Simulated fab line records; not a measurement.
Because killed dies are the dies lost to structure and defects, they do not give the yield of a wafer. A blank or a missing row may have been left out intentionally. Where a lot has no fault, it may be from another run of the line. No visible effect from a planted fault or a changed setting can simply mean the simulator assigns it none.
fab line records || flow nandHarc
record {"lots": 6, "wafers": 18, "lastDay": 31}
route steps=1302 shown A_M1@1200 A_BONDPAD@1202 END@1302
lots untouched by any fault: they come from a run of this same line in which no faults occurred
startH: the number of hours between the record's first day and the start of the first shown wafer of the lot || waitH: time in hours since the lot's previous step || " repeats the value in the row above || L1.1+2: a row that stands for several wafers || - no value, or no start given || * or withheld: withheld || < > ~ a bound
route shown NAME@n: names a module that has steps shown in the file, with the first one's number in the route || usual: mean/standard deviation of fault-free wafers || same: alike in all rows || chamber/n: place in a boat || sites: each site's reading || _std_site: their standard deviation || _edge_site: mean of outer sites minus mean of inner sites || radiusMm: for every site, how far away it sits from the centre of the wafer || mask NAME#n: copy n || behind: the most recent tool/chamber to have shaped the wafer || hold: reason for holding the lot/hours on hold/outcome of the hold || device: whichever transistor did not switch (one of n, p or np) || end of line: at the end of the route, the tests of the same wafers || for a step that has no rows: nothing shown but its recipe || killed: at the first sort, the dies lost to defects and structure; wafer yield is something else || map: the dies of a wafer, with x for killed, . for not killed, _ for no die there
set.NAME: the setting as run; set.NAME@STEP: as run at that earlier step || model.NAME: the simulator's own value behind a step, which no gauge read
lots seen at some steps along the route; tables by step, rows by wafer
services: when a tool's chamber went out of use (startH, in hours from the record's first day, below 0 if earlier), for how many hours, and the reason
## steps
# step NHARC_A_M1_PRE_CLEAN_32
# recipe {"timeS": 12, "tempC": 370, "rfPowerW": 300, "gas": "NH3"}
# usual {"heaterPowerW": "658/79"}
{"lot.wafer": "L818.2", "tool": "pecvd-02", "chamber": 1, "startH": 608.31, "waitH": 0.1, "heaterPowerW": 713}
{"lot.wafer": "L818.1", "tool": "pecvd-02", "chamber": 0, "startH": 608.31, "waitH": 0.1, "heaterPowerW": 758}
{"lot.wafer": "L818.4", "tool": "pecvd-02", "chamber": 0, "startH": 608.31, "waitH": 0.1, "heaterPowerW": 760}
{"lot.wafer": "L819.3", "tool": "pecvd-01", "chamber": 2, "startH": 621.27, "waitH": 0.1, "heaterPowerW": 422}
{"lot.wafer": "L819.1", "tool": "pecvd-01", "chamber": 1, "startH": 621.27, "waitH": 0.1, "heaterPowerW": 590}
{"lot.wafer": "L819.6", "tool": "pecvd-01", "chamber": 0, "startH": 621.27, "waitH": 0.1, "heaterPowerW": 606}
{"lot.wafer": "L821.1", "tool": "pecvd-02", "chamber": 0, "startH": 643.48, "waitH": 0.1, "heaterPowerW": 650}
{"lot.wafer": "L821.2", "tool": "pecvd-02", "chamber": 1, "startH": 643.48, "waitH": 0.1, "heaterPowerW": 604}
{"lot.wafer": "L821.4", "tool": "pecvd-02", "chamber": 1, "startH": 643.48, "waitH": 0.1, "heaterPowerW": 593}
{"lot.wafer": "L826.2", "tool": "pecvd-04", "chamber": 2, "startH": 674.20, "waitH": 0.1, "heaterPowerW": 662}
{"lot.wafer": "L826.3", "tool": "pecvd-04", "chamber": 0, "startH": 674.20, "waitH": 0.1, "heaterPowerW": 586}
{"lot.wafer": "L826.6", "tool": "pecvd-04", "chamber": 0, "startH": 674.20, "waitH": 0.1, "heaterPowerW": 555}
{"lot.wafer": "L827.1", "tool": "pecvd-02", "chamber": 2, "startH": 682.91, "waitH": 0.1, "heaterPowerW": 726}
{"lot.wafer": "L827.4", "tool": "pecvd-02", "chamber": 2, "startH": 682.91, "waitH": 0.1, "heaterPowerW": 726}
{"lot.wafer": "L827.5", "tool": "pecvd-02", "chamber": 2, "startH": 682.91, "waitH": 0.1, "heaterPowerW": 716}
{"lot.wafer": "L830.3", "tool": "pecvd-02", "chamber": 1, "startH": 715.93, "waitH": 0.1, "heaterPowerW": 697}
{"lot.wafer": "L830.2", "tool": "pecvd-02", "chamber": 2, "startH": 715.93, "waitH": 0.1, "heaterPowerW": 753}
{"lot.wafer": "L830.4", "tool": "pecvd-02", "chamber": 1, "startH": 715.93, "waitH": 0.1, "heaterPowerW": 670}
# step NHARC_A_M1_DEP_33
# recipe {"targetThkA": 300, "tempC": 370, "targetThkNm": 30, "pressureTorr": 3, "flowSccm": 200, "rfW": 450, "material": "SiCN"}
# usual {"heaterPowerW": "603/66", "showerheadVppV": "1291/64"}
{"lot.wafer": "L818.2", "tool": "pecvd-02", "chamber": 1, "startH": 608.39, "waitH": 0.1, "heaterPowerW": 661, "showerheadVppV": 1259}
{"lot.wafer": "L818.1", "tool": "pecvd-02", "chamber": 0, "startH": 608.39, "waitH": 0.1, "heaterPowerW": 569, "showerheadVppV": 1175}
{"lot.wafer": "L818.4", "tool": "pecvd-02", "chamber": 0, "startH": 608.39, "waitH": 0.1, "heaterPowerW": 582, "showerheadVppV": 1203}
{"lot.wafer": "L819.3", "tool": "pecvd-01", "chamber": 2, "startH": 621.35, "waitH": 0.1, "heaterPowerW": 422, "showerheadVppV": 1207}
{"lot.wafer": "L819.1", "tool": "pecvd-01", "chamber": 1, "startH": 621.35, "waitH": 0.1, "heaterPowerW": 602, "showerheadVppV": 1341}
{"lot.wafer": "L819.6", "tool": "pecvd-01", "chamber": 0, "startH": 621.35, "waitH": 0.1, "heaterPowerW": 643, "showerheadVppV": 1375}
{"lot.wafer": "L821.1", "tool": "pecvd-02", "chamber": 0, "startH": 643.56, "waitH": 0.1, "heaterPowerW": 701, "showerheadVppV": 1205}
{"lot.wafer": "L821.2", "tool": "pecvd-02", "chamber": 1, "startH": 643.56, "waitH": 0.1, "heaterPowerW": 611, "showerheadVppV": 1267}
{"lot.wafer": "L821.4", "tool": "pecvd-02", "chamber": 1, "startH": 643.56, "waitH": 0.1, "heaterPowerW": 624, "showerheadVppV": 1256}
{"lot.wafer": "L826.2", "tool": "pecvd-04", "chamber": 2, "startH": 674.28, "waitH": 0.1, "heaterPowerW": 579, "showerheadVppV": 1310}
{"lot.wafer": "L826.3", "tool": "pecvd-04", "chamber": 0, "startH": 674.28, "waitH": 0.1, "heaterPowerW": 545, "showerheadVppV": 1369}
{"lot.wafer": "L826.6", "tool": "pecvd-04", "chamber": 0, "startH": 674.28, "waitH": 0.1, "heaterPowerW": 546, "showerheadVppV": 1379}
{"lot.wafer": "L827.1", "tool": "pecvd-02", "chamber": 2, "startH": 683.07, "waitH": 0.1, "heaterPowerW": 669, "showerheadVppV": 1291}
{"lot.wafer": "L827.4", "tool": "pecvd-02", "chamber": 2, "startH": 683.07, "waitH": 0.1, "heaterPowerW": 662, "showerheadVppV": 1301}
{"lot.wafer": "L827.5", "tool": "pecvd-02", "chamber": 2, "startH": 683.07, "waitH": 0.1, "heaterPowerW": 695, "showerheadVppV": 1312}
{"lot.wafer": "L830.3", "tool": "pecvd-02", "chamber": 1, "startH": 716.04, "waitH": 0.1, "heaterPowerW": 647, "showerheadVppV": 1280}
{"lot.wafer": "L830.2", "tool": "pecvd-02", "chamber": 2, "startH": 716.04, "waitH": 0.1, "heaterPowerW": 705, "showerheadVppV": 1330}
{"lot.wafer": "L830.4", "tool": "pecvd-02", "chamber": 1, "startH": 716.04, "waitH": 0.1, "heaterPowerW": 645, "showerheadVppV": 1252}
# step NHARC_A_BONDPAD_DEP_00
# recipe {"targetThkA": 2500, "tempC": 370, "targetThkNm": 250, "pressureTorr": 3, "flowSccm": 200, "rfW": 450, "material": "SiCN"}
# usual {"heaterPowerW": "601/100", "showerheadVppV": "1312/49"}
{"lot.wafer": "L818.1", "tool": "pecvd-04", "chamber": 1, "startH": 608.94, "waitH": "-", "heaterPowerW": 616, "showerheadVppV": 1367}
{"lot.wafer": "L818.2", "tool": "pecvd-04", "chamber": 2, "startH": 608.94, "waitH": "-", "heaterPowerW": 568, "showerheadVppV": 1324}
{"lot.wafer": "L818.4", "tool": "pecvd-04", "chamber": 2, "startH": 608.94, "waitH": "-", "heaterPowerW": 587, "showerheadVppV": 1300}
{"lot.wafer": "L819.1", "tool": "pecvd-03", "chamber": 2, "startH": 621.91, "waitH": "-", "heaterPowerW": 537, "showerheadVppV": 1338}
{"lot.wafer": "L819.3", "tool": "pecvd-03", "chamber": 0, "startH": 621.91, "waitH": "-", "heaterPowerW": 775, "showerheadVppV": 1314}
{"lot.wafer": "L819.6", "tool": "pecvd-03", "chamber": 1, "startH": 621.91, "waitH": "-", "heaterPowerW": 486, "showerheadVppV": 1272}
{"lot.wafer": "L821.2", "tool": "pecvd-02", "chamber": 1, "startH": "-", "waitH": "-", "heaterPowerW": 540, "showerheadVppV": 1275}
{"lot.wafer": "L821.1", "tool": "pecvd-02", "chamber": 0, "startH": "-", "waitH": "-", "heaterPowerW": 646, "showerheadVppV": 1202}
{"lot.wafer": "L821.4", "tool": "pecvd-02", "chamber": 0, "startH": "-", "waitH": "-", "heaterPowerW": 648, "showerheadVppV": 1201}
{"lot.wafer": "L826.2", "tool": "pecvd-03", "chamber": 1, "startH": 674.90, "waitH": "-", "heaterPowerW": 492, "showerheadVppV": 1286}
{"lot.wafer": "L826.3", "tool": "pecvd-03", "chamber": 0, "startH": 674.90, "waitH": "-", "heaterPowerW": 794, "showerheadVppV": 1332}
{"lot.wafer": "L826.6", "tool": "pecvd-03", "chamber": 1, "startH": 674.90, "waitH": "-", "heaterPowerW": 505, "showerheadVppV": 1279}
{"lot.wafer": "L827.1", "tool": "pecvd-04", "chamber": 2, "startH": 684.05, "waitH": "-", "heaterPowerW": 607, "showerheadVppV": 1318}
{"lot.wafer": "L827.5", "tool": "pecvd-04", "chamber": 0, "startH": 684.05, "waitH": "-", "heaterPowerW": 543, "showerheadVppV": 1406}
{"lot.wafer": "L827.4", "tool": "pecvd-04", "chamber": 2, "startH": 684.05, "waitH": "-", "heaterPowerW": 607, "showerheadVppV": 1305}
{"lot.wafer": "L830.3", "tool": "pecvd-03", "chamber": 2, "startH": 716.60, "waitH": "-", "heaterPowerW": 615, "showerheadVppV": 1335}
{"lot.wafer": "L830.2", "tool": "pecvd-03", "chamber": 0, "startH": 716.60, "waitH": "-", "heaterPowerW": 764, "showerheadVppV": 1310}
{"lot.wafer": "L830.4", "tool": "pecvd-03", "chamber": 2, "startH": 716.60, "waitH": "-", "heaterPowerW": 609, "showerheadVppV": 1319}
# step NHARC_A_BONDPAD_CMP_29
# recipe {"targetThkNm": 200, "material": "SiCN"}
# usual {"motorCurrentA": "12.0/1.4"}
{"lot.wafer": "L818.4", "tool": "cmp-03", "chamber": 0, "startH": 609.35, "waitH": "-", "motorCurrentA": 13.4}
{"lot.wafer": "L818.1", "tool": "cmp-03", "chamber": 1, "startH": 609.35, "waitH": "-", "motorCurrentA": 11.9}
{"lot.wafer": "L818.2", "tool": "cmp-03", "chamber": 2, "startH": 609.35, "waitH": "-", "motorCurrentA": 10.9}
{"lot.wafer": "L819.3", "tool": "cmp-01", "chamber": 0, "startH": 622.31, "waitH": "-", "motorCurrentA": 11.6}
{"lot.wafer": "L819.1", "tool": "cmp-01", "chamber": 2, "startH": 622.31, "waitH": "-", "motorCurrentA": 12.7}
{"lot.wafer": "L819.6", "tool": "cmp-01", "chamber": 1, "startH": 622.31, "waitH": "-", "motorCurrentA": 10.4}
{"lot.wafer": "L821.1", "tool": "cmp-03", "chamber": 2, "startH": 644.52, "waitH": "-", "motorCurrentA": 10.9}
{"lot.wafer": "L821.4", "tool": "cmp-03", "chamber": 3, "startH": 644.52, "waitH": "-", "motorCurrentA": 10.7}
{"lot.wafer": "L821.2", "tool": "cmp-03", "chamber": 1, "startH": 644.52, "waitH": "-", "motorCurrentA": 11.4}
{"lot.wafer": "L826.2", "tool": "cmp-03", "chamber": 3, "startH": 675.38, "waitH": 0.4, "motorCurrentA": 10.5}
{"lot.wafer": "L826.3", "tool": "cmp-03", "chamber": 0, "startH": 675.38, "waitH": 0.4, "motorCurrentA": 14.3}
{"lot.wafer": "L826.6", "tool": "cmp-03", "chamber": 0, "startH": 675.38, "waitH": 0.4, "motorCurrentA": 14.3}
{"lot.wafer": "L827.4", "tool": "cmp-01", "chamber": 1, "startH": 684.37, "waitH": "-", "motorCurrentA": 10.8}
{"lot.wafer": "L827.1", "tool": "cmp-01", "chamber": 0, "startH": 684.37, "waitH": "-", "motorCurrentA": 11.4}
{"lot.wafer": "L827.5", "tool": "cmp-01", "chamber": 2, "startH": 684.37, "waitH": "-", "motorCurrentA": 12.7}
{"lot.wafer": "L830.3", "tool": "cmp-01", "chamber": 1, "startH": 716.98, "waitH": "-", "motorCurrentA": 10.8}
{"lot.wafer": "L830.2", "tool": "cmp-01", "chamber": 2, "startH": 716.98, "waitH": "-", "motorCurrentA": 13.5}
{"lot.wafer": "L830.4", "tool": "cmp-01", "chamber": 3, "startH": 716.98, "waitH": "-", "motorCurrentA": 11.7}
# step NHARC_A_BONDPAD_THK_MEAS_30
# recipe {"thkMeasGauge": "ellipsometry"}
# usual {"thkNm": "200.0/1.6"}
{"lot.wafer": "L818.1", "tool": "filmMetro-01", "chamber": "-", "startH": 609.60, "waitH": 0.2, "thkNm": 197.6}
{"lot.wafer": "L818.2", "tool": "filmMetro-01", "chamber": "-", "startH": 609.60, "waitH": 0.2, "thkNm": 201.6}
{"lot.wafer": "L818.4", "tool": "filmMetro-01", "chamber": "-", "startH": 609.60, "waitH": 0.2, "thkNm": 197.3}
{"lot.wafer": "L819.1", "tool": "filmMetro-01", "chamber": "-", "startH": 622.56, "waitH": 0.2, "thkNm": 197.4}
{"lot.wafer": "L819.3", "tool": "filmMetro-01", "chamber": "-", "startH": 622.56, "waitH": 0.2, "thkNm": 200.0}
{"lot.wafer": "L819.6", "tool": "filmMetro-01", "chamber": "-", "startH": 622.56, "waitH": 0.2, "thkNm": 199.2}
{"lot.wafer": "L821.1", "tool": "filmMetro-01", "chamber": "-", "startH": 644.77, "waitH": 0.2, "thkNm": 197.6}
{"lot.wafer": "L821.2", "tool": "filmMetro-01", "chamber": "-", "startH": 644.77, "waitH": 0.2, "thkNm": 197.5}
{"lot.wafer": "L821.4", "tool": "filmMetro-01", "chamber": "-", "startH": 644.77, "waitH": 0.2, "thkNm": 200.9}
{"lot.wafer": "L826.2", "tool": "filmMetro-02", "chamber": "-", "startH": 675.63, "waitH": 0.2, "thkNm": 200.9}
{"lot.wafer": "L826.3", "tool": "filmMetro-02", "chamber": "-", "startH": 675.63, "waitH": 0.2, "thkNm": 200.1}
{"lot.wafer": "L826.6", "tool": "filmMetro-02", "chamber": "-", "startH": 675.63, "waitH": 0.2, "thkNm": 198.9}
{"lot.wafer": "L827.1", "tool": "filmMetro-02", "chamber": "-", "startH": 684.62, "waitH": 0.1, "thkNm": 200.6}
{"lot.wafer": "L827.4", "tool": "filmMetro-02", "chamber": "-", "startH": 684.62, "waitH": 0.1, "thkNm": 200.2}
{"lot.wafer": "L827.5", "tool": "filmMetro-02", "chamber": "-", "startH": 684.62, "waitH": 0.1, "thkNm": 200.4}
{"lot.wafer": "L830.2", "tool": "filmMetro-02", "chamber": "-", "startH": 717.20, "waitH": 0.2, "thkNm": 200.4}
{"lot.wafer": "L830.3", "tool": "filmMetro-02", "chamber": "-", "startH": 717.20, "waitH": 0.2, "thkNm": 201.9}
{"lot.wafer": "L830.4", "tool": "filmMetro-02", "chamber": "-", "startH": 717.20, "waitH": 0.2, "thkNm": 203.4}
# step NHARC_A_BONDPAD_SRD_31
# step NHARC_A_BONDPAD_DEHYDRATE_01
# recipe {"tempC": 150, "timeS": 120}
# step NHARC_A_BONDPAD_HMDS_02
# recipe {"timeS": 30}
# step NHARC_A_BONDPAD_COAT_33
# recipe {"tempC": 200, "timeS": 65}
# step NHARC_A_BONDPAD_COAT_03
# recipe {"spinRpm": 2000, "resistThkNm": 600}
# step NHARC_A_BONDPAD_SOFTBAKE_04
# recipe {"tempC": 125, "timeS": 70}
# step NHARC_A_BONDPAD_EBR_05
# step NHARC_A_BONDPAD_EXPOSE_06
# recipe {"na": 0.55, "doseMj": 36.99, "maskId": "A_BPAD"}
# usual {"exposureDoseMJCm2": "37.15/0.2"}
# same {"na": 0.55}
{"lot.wafer": "L818.1", "tool": "krfScanner-03", "chamber": 0, "startH": 609.90, "waitH": "-", "mask": "A_BPAD#0", "exposureDoseMJCm2": 36.99}
{"lot.wafer": "L818.2", "tool": "krfScanner-03", "chamber": 0, "startH": 609.90, "waitH": "-", "mask": "A_BPAD#0", "exposureDoseMJCm2": 37.03}
{"lot.wafer": "L818.4", "tool": "krfScanner-03", "chamber": 0, "startH": 609.90, "waitH": "-", "mask": "A_BPAD#0", "exposureDoseMJCm2": 36.99}
{"lot.wafer": "L819.1", "tool": "krfScanner-04", "chamber": 0, "startH": 622.97, "waitH": "-", "mask": "A_BPAD#0", "exposureDoseMJCm2": 37.39}
{"lot.wafer": "L819.3", "tool": "krfScanner-04", "chamber": 0, "startH": 622.97, "waitH": "-", "mask": "A_BPAD#0", "exposureDoseMJCm2": 37.43}
{"lot.wafer": "L819.6", "tool": "krfScanner-04", "chamber": 0, "startH": 622.97, "waitH": "-", "mask": "A_BPAD#0", "exposureDoseMJCm2": 37.36}
{"lot.wafer": "L821.1", "tool": "krfScanner-04", "chamber": 0, "startH": 645.18, "waitH": "-", "mask": "A_BPAD#0", "exposureDoseMJCm2": 35.23}
{"lot.wafer": "L821.2", "tool": "krfScanner-04", "chamber": 0, "startH": 645.18, "waitH": "-", "mask": "A_BPAD#0", "exposureDoseMJCm2": 35.25}
{"lot.wafer": "L821.4", "tool": "krfScanner-04", "chamber": 0, "startH": 645.18, "waitH": "-", "mask": "A_BPAD#0", "exposureDoseMJCm2": 35.22}
{"lot.wafer": "L826.2", "tool": "krfScanner-04", "chamber": 0, "startH": 676.05, "waitH": "-", "mask": "A_BPAD#0", "exposureDoseMJCm2": 35.59}
{"lot.wafer": "L826.3", "tool": "krfScanner-04", "chamber": 0, "startH": 676.05, "waitH": "-", "mask": "A_BPAD#0", "exposureDoseMJCm2": 35.54}
{"lot.wafer": "L826.6", "tool": "krfScanner-04", "chamber": 0, "startH": 676.05, "waitH": "-", "mask": "A_BPAD#0", "exposureDoseMJCm2": 35.66}
{"lot.wafer": "L827.1", "tool": "krfScanner-03", "chamber": 0, "startH": 685.05, "waitH": "-", "mask": "A_BPAD#0", "exposureDoseMJCm2": 36.96}
{"lot.wafer": "L827.4", "tool": "krfScanner-03", "chamber": 0, "startH": 685.05, "waitH": "-", "mask": "A_BPAD#0", "exposureDoseMJCm2": 37.00}
{"lot.wafer": "L827.5", "tool": "krfScanner-03", "chamber": 0, "startH": 685.05, "waitH": "-", "mask": "A_BPAD#0", "exposureDoseMJCm2": 36.94}
{"lot.wafer": "L830.2", "tool": "krfScanner-02", "chamber": 0, "startH": 717.62, "waitH": "-", "mask": "A_BPAD#0", "exposureDoseMJCm2": 36.98}
{"lot.wafer": "L830.3", "tool": "krfScanner-02", "chamber": 0, "startH": 717.62, "waitH": "-", "mask": "A_BPAD#0", "exposureDoseMJCm2": 36.95}
{"lot.wafer": "L830.4", "tool": "krfScanner-02", "chamber": 0, "startH": 717.62, "waitH": "-", "mask": "A_BPAD#0", "exposureDoseMJCm2": 36.97}
# step NHARC_A_BONDPAD_PEB_07
# recipe {"pebTempC": 128, "pebTimeS": 80}
# step NHARC_END_SORT_01
# recipe {"tempC": 25}
# usual {"defectLimitedYield": "91.1/2.9", "killedAtArray": "55/19", "killedAtOther": "0.8/1.1", "killedAtPeriphery": "4.0/2.6", "killedDies": "60/20", "killedOpen": "3.4/1.7", "killedShort": "2.6/1.5"}
# same {"grossDies": 677}
{"lot.wafer": "L818.1", "tool": "prober-02", "chamber": 0, "startH": 644.00, "waitH": 2.5, "defectLimitedYield[%]": 88.2, "killedAtArray": 73, "killedAtOther": 3, "killedAtPeriphery": 4, "killedDies": 80, "killedOpen": 3, "killedShort": 3}
{"lot.wafer": "L818.2", "tool": "prober-02", "chamber": 0, "startH": 644.81, "waitH": 2.8, "defectLimitedYield[%]": 88.2, "killedAtArray": 76, "killedAtOther": 0, "killedAtPeriphery": 4, "killedDies": 80, "killedOpen": 3, "killedShort": 3}
{"lot.wafer": "L818.4", "tool": "prober-02", "chamber": 0, "startH": 646.42, "waitH": 3.4, "defectLimitedYield[%]": 86.0, "killedAtArray": 89, "killedAtOther": 1, "killedAtPeriphery": 5, "killedDies": 95, "killedOpen": 3, "killedShort": 3}
{"lot.wafer": "L821.1", "tool": "prober-02", "chamber": 0, "startH": 674.59, "waitH": 2.5, "defectLimitedYield[%]": 92.5, "killedAtArray": 49, "killedAtOther": 0, "killedAtPeriphery": 2, "killedDies": 51, "killedOpen": 5, "killedShort": 2}
{"lot.wafer": "L821.2", "tool": "prober-02", "chamber": 0, "startH": 675.41, "waitH": 2.8, "defectLimitedYield[%]": 89.8, "killedAtArray": 68, "killedAtOther": 0, "killedAtPeriphery": 1, "killedDies": 69, "killedOpen": 8, "killedShort": 2}
{"lot.wafer": "L821.4", "tool": "prober-02", "chamber": 0, "startH": 677.05, "waitH": 3.5, "defectLimitedYield[%]": 93.1, "killedAtArray": 46, "killedAtOther": 0, "killedAtPeriphery": 1, "killedDies": 47, "killedOpen": 1, "killedShort": 2}
{"lot.wafer": "L826.2", "tool": "prober-01", "chamber": 0, "startH": 710.91, "waitH": 2.8, "defectLimitedYield[%]": 91.4, "killedAtArray": 53, "killedAtOther": 0, "killedAtPeriphery": 5, "killedDies": 58, "killedOpen": 3, "killedShort": 2}
{"lot.wafer": "L826.3", "tool": "prober-01", "chamber": 0, "startH": 711.71, "waitH": 3.1, "defectLimitedYield[%]": 93.4, "killedAtArray": 39, "killedAtOther": 0, "killedAtPeriphery": 6, "killedDies": 45, "killedOpen": 5, "killedShort": 0}
{"lot.wafer": "L826.6", "tool": "prober-01", "chamber": 0, "startH": 714.12, "waitH": 4.0, "defectLimitedYield[%]": 92.8, "killedAtArray": 42, "killedAtOther": 0, "killedAtPeriphery": 7, "killedDies": 49, "killedOpen": 4, "killedShort": 2}
# killed by level:class
L818.1 A_CHANNEL_HOLE_D1:chamberFilmFlake=35 A_SLIT:chamberFilmFlake=21 A_CHANNEL_HOLE_D2:chamberFilmFlake=8 THIN_TSV:chamberFilmFlake=3 A_CHANNEL_FILL_D2:geometricParticle:open=2 P_M1:chamberFilmFlake=2 A_CONTACT:chamberFilmFlake=2 P_M1:geometricParticle:open=1
L818.2 A_SLIT:chamberFilmFlake=31 A_CHANNEL_HOLE_D1:chamberFilmFlake=27 A_CHANNEL_HOLE_D2:chamberFilmFlake=6 A_WL_FILL:chamberFilmFlake=4 P_M1:chamberFilmFlake=3 P_M0:geometricParticle:open=1 A_ONON_D1:geometricParticle:short=1 A_CHANNEL_FILL_D1:geometricParticle:short=1
L818.4 A_SLIT:chamberFilmFlake=45 A_CHANNEL_HOLE_D1:chamberFilmFlake=21 A_CHANNEL_HOLE_D2:chamberFilmFlake=13 P_M1:chamberFilmFlake=4 A_WL_FILL:chamberFilmFlake=2 A_CONTACT:chamberFilmFlake=2 P_CONTACT:geometricParticle:open=1 A_STAIRCASE:chamberFilmFlake=1
L821.1 A_CHANNEL_HOLE_D1:chamberFilmFlake=27 A_STAIRCASE:chamberFilmFlake=8 A_CHANNEL_HOLE_D2:chamberFilmFlake=5 A_WL_FILL:chamberFilmFlake=2 A_CHANNEL_FILL_D1:geometricParticle:open=1 A_ONON_D2:geometricParticle:open=1 A_ONON_D2:geometricParticle:short=1 A_CHANNEL_FILL_D2:geometricParticle:short=1
L821.2 A_CHANNEL_HOLE_D1:chamberFilmFlake=32 A_STAIRCASE:chamberFilmFlake=12 A_CHANNEL_HOLE_D2:chamberFilmFlake=10 A_M0:geometricParticle:open=3 A_SGD_CUT:chamberFilmFlake=3 A_SOURCE_PLATE:geometricParticle:open=2 A_CHANNEL_FILL_D1:chamberFilmFlake=2 P_GATE:geometricParticle:open=1
L821.4 A_CHANNEL_HOLE_D1:chamberFilmFlake=26 A_STAIRCASE:chamberFilmFlake=8 A_SGD_CUT:chamberFilmFlake=2 A_CHANNEL_HOLE_D2:chamberFilmFlake=2 A_SLIT:chamberFilmFlake=2 A_CHANNEL_FILL_D1:geometricParticle:short=1 A_ONON_D2:geometricParticle:short=1 A_CHANNEL_FILL_D2:geometricParticle:open=1
L826.2 A_SLIT:chamberFilmFlake=32 A_CHANNEL_HOLE_D1:chamberFilmFlake=9 A_STAIRCASE:chamberFilmFlake=3 P_ZERO_WELL:chamberFilmFlake=2 P_GATE:chamberFilmFlake=2 A_DECK1_JOINT:chamberFilmFlake=2 A_CHANNEL_FILL_D2:chamberFilmFlake=2 A_SOURCE_PLATE:geometricParticle:short=1
L826.3 A_SLIT:chamberFilmFlake=26 A_STAIRCASE:chamberFilmFlake=5 P_ZERO_WELL:chamberFilmFlake=4 A_CHANNEL_FILL_D1:geometricParticle:open=2 P_BONDPAD:chamberFilmFlake=2 A_ONON_D1:geometricParticle:open=1 A_CONTACT:geometricParticle:open=1 A_BLC:geometricParticle:open=1
L826.6 A_SLIT:chamberFilmFlake=30 P_BONDPAD:chamberFilmFlake=4 A_CHANNEL_HOLE_D1:chamberFilmFlake=4 P_ZERO_WELL:chamberFilmFlake=3 A_ONON_D1:geometricParticle:short=2 A_STAIRCASE:chamberFilmFlake=2 A_ONON_D2:geometricParticle:open=1 A_CHANNEL_HOLE_D2:geometricParticle:open=1
## services
{"tool": "pecvd-02", "chamber": "-", "startH": 590.62, "hours": 13.0, "kind": "pm"}
{"tool": "pecvd-02", "chamber": 0, "startH": 590.62, "hours": 13.0, "kind": "ventCycle"}
{"tool": "pecvd-02", "chamber": 1, "startH": 590.62, "hours": 13.0, "kind": "ventCycle"}
{"tool": "krfScanner-02", "chamber": "-", "startH": 596.60, "hours": 13.9, "kind": "repair"}
{"tool": "krfScanner-03", "chamber": "-", "startH": 605.52, "hours": 2.6, "kind": "repair"}
{"tool": "krfScanner-02", "chamber": "-", "startH": 610.53, "hours": 4.0, "kind": "pm"}
{"tool": "cmp-01", "chamber": "-", "startH": 625.37, "hours": 3.6, "kind": "repair"}
{"tool": "pecvd-04", "chamber": "-", "startH": 631.12, "hours": 13.0, "kind": "pm"}
{"tool": "cmp-01", "chamber": "-", "startH": 635.40, "hours": 1.8, "kind": "repair"}
{"tool": "krfScanner-04", "chamber": "-", "startH": 636.86, "hours": 0.5, "kind": "repair"}
{"tool": "cmp-03", "chamber": "-", "startH": 652.88, "hours": 4.0, "kind": "pm"}
{"tool": "pecvd-01", "chamber": 2, "startH": 653.45, "hours": 14.0, "kind": "repair"}
{"tool": "pecvd-04", "chamber": 1, "startH": 660.52, "hours": 4.8, "kind": "repair"}
{"tool": "cmp-01", "chamber": "-", "startH": 663.53, "hours": 1.6, "kind": "repair"}
{"tool": "pecvd-01", "chamber": "-", "startH": 673.45, "hours": 13.0, "kind": "pm"}
{"tool": "pecvd-03", "chamber": 2, "startH": 674.02, "hours": 5.4, "kind": "repair"}
{"tool": "pecvd-02", "chamber": 0, "startH": 674.74, "hours": 9.3, "kind": "repair"}
{"tool": "cmp-01", "chamber": "-", "startH": 676.03, "hours": 4.0, "kind": "pm"}
{"tool": "krfScanner-04", "chamber": "-", "startH": 681.90, "hours": 0.5, "kind": "repair"}
{"tool": "krfScanner-04", "chamber": "-", "startH": 695.04, "hours": 0.4, "kind": "repair"}
{"tool": "krfScanner-04", "chamber": "-", "startH": 698.01, "hours": 4.0, "kind": "pm"}
{"tool": "pecvd-04", "chamber": 2, "startH": 704.77, "hours": 14.6, "kind": "repair"}
{"tool": "krfScanner-04", "chamber": "-", "startH": 714.24, "hours": 1.9, "kind": "repair"}
{"tool": "pecvd-04", "chamber": 1, "startH": 714.57, "hours": 6.4, "kind": "repair"}
## key
firstSign {"step": "NHARC_A_BONDPAD_EXPOSE_06", "reading": "exposureDoseMJCm2", "direction": "down", "sigmas": 8.8, "usual": 37.15, "struck": 35.41}
effect none on later readings
metAt NHARC_A_BONDPAD_EXPOSE_06
struckWafers L821.1,L821.2,L821.4,L826.2,L826.3,L826.6
loopTrim {"step": "NHARC_A_BONDPAD_EXPOSE_06", "setting": "dose", "lots": "L826"}
onsetBetween 622.97 645.18
fault {"kind": "processParameterDrift", "tool": "krfScanner-04", "chamber": "-", "onsetH": 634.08, "steps": "NHARC_A_BONDPAD_EXPOSE_06", "channel": "doseMj", "offset": -2.2027, "shape": "step", "actsIn": "theseRecipesOnly", "stated": 36.99}
# loopTrim: a control loop set the setting to another value than it would have without faults
